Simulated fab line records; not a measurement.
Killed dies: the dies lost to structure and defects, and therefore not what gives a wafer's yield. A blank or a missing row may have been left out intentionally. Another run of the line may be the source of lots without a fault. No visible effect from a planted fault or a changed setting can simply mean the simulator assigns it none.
Which tool did it? | flow nandHarc | 14 lots with 42 wafers sampled at 5 steps, on a route of 1302 steps

WHAT THE GAUGES READ, wafer by wafer
NHARC_END_SORT_01. Usual: killedAtArray 57, standard deviation 19; killedAtOther 0.9, standard deviation 1.1; killedAtPeriphery 4.0, standard deviation 2.6; killedDies 62, standard deviation 19; killedOpen 3.3, standard deviation 1.8; killedShort 2.4, standard deviation 1.7.
lot  | measured     | on        | killedAtArray | killedAtOther | killedAtPeriphery | killedDies  | killedOpen | killedShort | flag
L580 | day 25 23:10 | prober-02 | 85 86 86      | 0 0 0         | 4 2 2             | 89 88 88    | 3 1 5      | 2 4 2       | 
L581 | day 26 19:47 | prober-01 | 49 52 43      | 1 1 2         | 1 5 0             | 51 58 45    | 6 3 1      | 2 1 1       | 
L587 | day 29 16:26 | prober-02 | 213 197 205   | 1 0 1         | 6 4 9             | 220 201 215 | 2 3 5      | 0 0 1       | OFF
L588 | day 29 15:41 | prober-01 | 190 193 196   | 0 1 1         | 3 5 5             | 193 199 202 | 2 5 0      | 0 4 1       | OFF
L589 | day 30 18:28 | prober-01 | 191 190 185   | 3 2 5         | 5 2 1             | 199 194 191 | 5 5 1      | 0 2 1       | OFF
L598 | day 34 06:13 | prober-02 | 40 27 53      | 1 3 1         | 5 3 6             | 46 33 60    | 4 1 5      | 2 4 3       | 

WHICH TOOL RAN EACH LOT (tool, then ch and the chambers of the sampled wafers, then the start)
lot  | NHARC_A_SOURCE_PLATE_PVD_04 | NHARC_THIN_TSV_DEP_43           | NHARC_THIN_TSV_PRE_CLEAN_54 | NHARC_THIN_TSV_DESCUM_35
L575 | pvdSputter-03, day 7 07:01  | pecvd-01 ch 0,2, day 23 15:45   | pvdSputter-02, day 23 21:25 | rieDiel-05 ch 0,3, day 23 22:38
L577 | pvdSputter-02, day 7 18:40  | pecvd-01 ch 0,2, day 24 09:36   | pvdSputter-02, day 24 15:10 | rieDiel-05 ch 0,1,2, day 24 16:14
L578 | pvdSputter-02, day 8 06:54  | pecvd-01 ch 0,1, day 24 10:46   | pvdSputter-03, day 24 16:32 | rieDiel-03 ch 1,3, day 24 17:46
L580 | pvdSputter-02, day 9 04:17  | pecvd-01 ch 1,2, day 25 08:32   | pvdSputter-02, day 25 14:12 | rieDiel-03 ch 1,2,3, day 25 15:25
L581 | pvdSputter-03, day 9 16:10  | pecvd-01 ch 1,2, day 26 03:23   | pvdSputter-03, day 26 09:02 | rieDiel-10 ch 0,1, day 26 10:15
L587 | pvdSputter-02, day 12 02:33 | pecvd-04 ch 0,1, day 28 20:53   | pvdSputter-03, day 29 02:32 | rieDiel-10 ch 1,2,3, day 29 03:46
L588 | pvdSputter-02, day 12 12:26 | pecvd-04 ch 0,1,2, day 29 01:25 | pvdSputter-01, day 29 06:52 | rieDiel-03 ch 0,1,2, day 29 08:07
L589 | pvdSputter-02, day 13 07:54 | pecvd-01 ch 1,2, day 30 02:28   | pvdSputter-01, day 30 08:17 | rieDiel-10 ch 0,1,3, day 30 09:31
L593 | pvdSputter-03, day 14 10:47 | pecvd-01 ch 0,2, day 30 09:34   | pvdSputter-01, day 30 15:18 | rieDiel-10 ch 2,3, day 30 16:31
L592 | pvdSputter-01, day 14 10:48 | pecvd-01 ch 0,2, day 30 03:40   | pvdSputter-01, day 30 09:37 | rieDiel-10 ch 0,1,2, day 30 10:50
L594 | pvdSputter-03, day 14 23:29 | pecvd-01 ch 0,2, day 31 13:09   | pvdSputter-02, day 31 19:00 | rieDiel-05 ch 0,1, day 31 20:14
L596 | pvdSputter-02, day 15 19:03 | pecvd-04 ch 0,1,2, day 32 10:55 | pvdSputter-03, day 32 16:47 | rieDiel-10 ch 0,1,3, day 32 17:53
L597 | pvdSputter-02, day 17 00:12 | pecvd-01 ch 0,1,2, day 33 10:06 | pvdSputter-03, day 33 15:37 | rieDiel-03 ch 0,1,3, day 33 16:46
L598 | pvdSputter-01, day 17 00:13 | pecvd-03 ch 0,2, day 33 11:20   | pvdSputter-02, day 33 17:03 | rieDiel-10 ch 1,2,3, day 33 18:08
- NHARC_A_SOURCE_PLATE_PVD_04: deposits WSi2, target thk 50 nm.
- NHARC_THIN_TSV_DEP_43: deposits SiO2, target thk 1328.5 nm.
- NHARC_THIN_TSV_PRE_CLEAN_54: time 30 s.
- NHARC_THIN_TSV_DESCUM_35: chemistry O2, time 3 s.

WHAT THE TOOLS THEMSELVES READ (means of the sampled wafers that have a number; where no wafer has one, the mark that the record gives instead)
NHARC_THIN_TSV_DEP_43. Usual: 15.9 % for throttleValvePct, sd 0.55.
lot  | tool     | throttleValvePct (%) | flag
L575 | pecvd-01 | 16.1                 | 
L577 | pecvd-01 | 16.2                 | 
L578 | pecvd-01 | 16.0                 | 
L580 | pecvd-01 | 16.1                 | 
L581 | pecvd-01 | 16.4                 | 
L587 | pecvd-04 | 15.5                 | 
L588 | pecvd-04 | 15.2                 | 
L589 | pecvd-01 | 16.0                 | 
L593 | pecvd-01 | 16.5                 | 
L592 | pecvd-01 | 16.2                 | 
L594 | pecvd-01 | 16.4                 | 
L596 | pecvd-04 | 15.3                 | 
L597 | pecvd-01 | 16.3                 | 
L598 | pecvd-03 | 15.8                 | 

NHARC_THIN_TSV_PRE_CLEAN_54. Usual: 389 W for heaterPowerW, sd 50.
lot  | tool          | heaterPowerW (W) | flag
L575 | pvdSputter-02 | 366              | 
L577 | pvdSputter-02 | 383              | 
L578 | pvdSputter-03 | 424              | 
L580 | pvdSputter-02 | 365              | 
L581 | pvdSputter-03 | 425              | 
L587 | pvdSputter-03 | 433              | 
L588 | pvdSputter-01 | 352              | 
L589 | pvdSputter-01 | 363              | 
L593 | pvdSputter-01 | 368              | 
L592 | pvdSputter-01 | 408              | 
L594 | pvdSputter-02 | 386              | 
L596 | pvdSputter-03 | 391              | 
L597 | pvdSputter-03 | 396              | 
L598 | pvdSputter-02 | 386              | 

NHARC_THIN_TSV_DESCUM_35. Usual: drypumpMotorCurrentA 5.52 A, standard deviation 0.28; oesProductAu 1.007 a.u., standard deviation 0.0091; rfVppV 57.6 V, standard deviation 0.79; showerheadPlenumPTorr 1.88 Torr, standard deviation 0.075; throttleValvePct 11.312 %, standard deviation 0.0091.
lot  | tool       | drypumpMotorCurrentA (A) | oesProductAu (a.u.) | rfVppV (V) | showerheadPlenumPTorr (Torr) | throttleValvePct (%) | flag
L575 | rieDiel-05 | 5.47                     | 1.006               | 57.7       | 1.86                         | 11.303               | 
L577 | rieDiel-05 | 5.77                     | 1.010               | 57.5       | 1.84                         | 11.314               | 
L578 | rieDiel-03 | 5.66                     | 1.012               | 57.0       | 1.91                         | 11.309               | 
L580 | rieDiel-03 | 5.45                     | 1.008               | 56.8       | 1.87                         | 11.321               | 
L581 | rieDiel-10 | 5.41                     | 1.003               | 57.4       | 1.98                         | 11.312               | 
L587 | rieDiel-10 | 5.59                     | 1.009               | 57.4       | 1.95                         | 11.316               | 
L588 | rieDiel-03 | 5.55                     | 1.004               | 57.7       | 1.85                         | 11.317               | 
L589 | rieDiel-10 | 5.45                     | 1.007               | 58.5       | 1.93                         | 11.316               | 
L593 | rieDiel-10 | 5.60                     | 1.002               | 58.0       | 1.90                         | 11.317               | 
L592 | rieDiel-10 | 5.40                     | 1.009               | 57.8       | 1.92                         | 11.315               | 
L594 | rieDiel-05 | 5.66                     | 0.999               | 57.1       | 1.86                         | 11.309               | 
L596 | rieDiel-10 | 5.45                     | 1.004               | 58.6       | 1.93                         | 11.318               | 
L597 | rieDiel-03 | 5.75                     | 1.000               | 56.8       | 1.89                         | 11.309               | 
L598 | rieDiel-10 | 5.59                     | 1.006               | 57.9       | 1.95                         | 11.314               | 

THE ANSWER, worked out from the rows above alone
Rule: a lot is off if the mean of its wafers that have a number lies more than 3 standard deviations from the usual mean. Also off: a lot with no number at a reading for which 4 or more lots have one. All remaining lots with rows at the step are treated as sound. Order of review: gauges by route order, followed by the tools' own readings, for which a lot's mean as printed above is used. The first step at which some lot is off is used, and at that step the reading that is off furthest; a lot without a number counts as furthest.
Off: L587, L588, L589 (NHARC_END_SORT_01, killedDies). Neither off nor sound, because the step has no rows for them: L575, L577, L578, L593, L592, L594, L596, L597.
If a tool, at a process step before that reading, ran all the lots that are off and no sound lot after the first of them, it fits. The gauges at NHARC_END_SORT_01 are tried like those tools. One candidate fits, namely pvdSputter-02 at NHARC_A_SOURCE_PLATE_PVD_04. A fault onset in the window from L580 (day 9 04:17, its last sound lot) to L587 (day 12 02:33, its first lot off) fits.

WHAT HAD BEEN PUT IN BY THE SIMULATOR
At NHARC_A_SOURCE_PLATE_PVD_04, the step was skipped entirely on pvdSputter-02 from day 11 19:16 on. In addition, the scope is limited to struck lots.
Shown lots that were struck: L588, L587, L589. Same finding as the rule above.
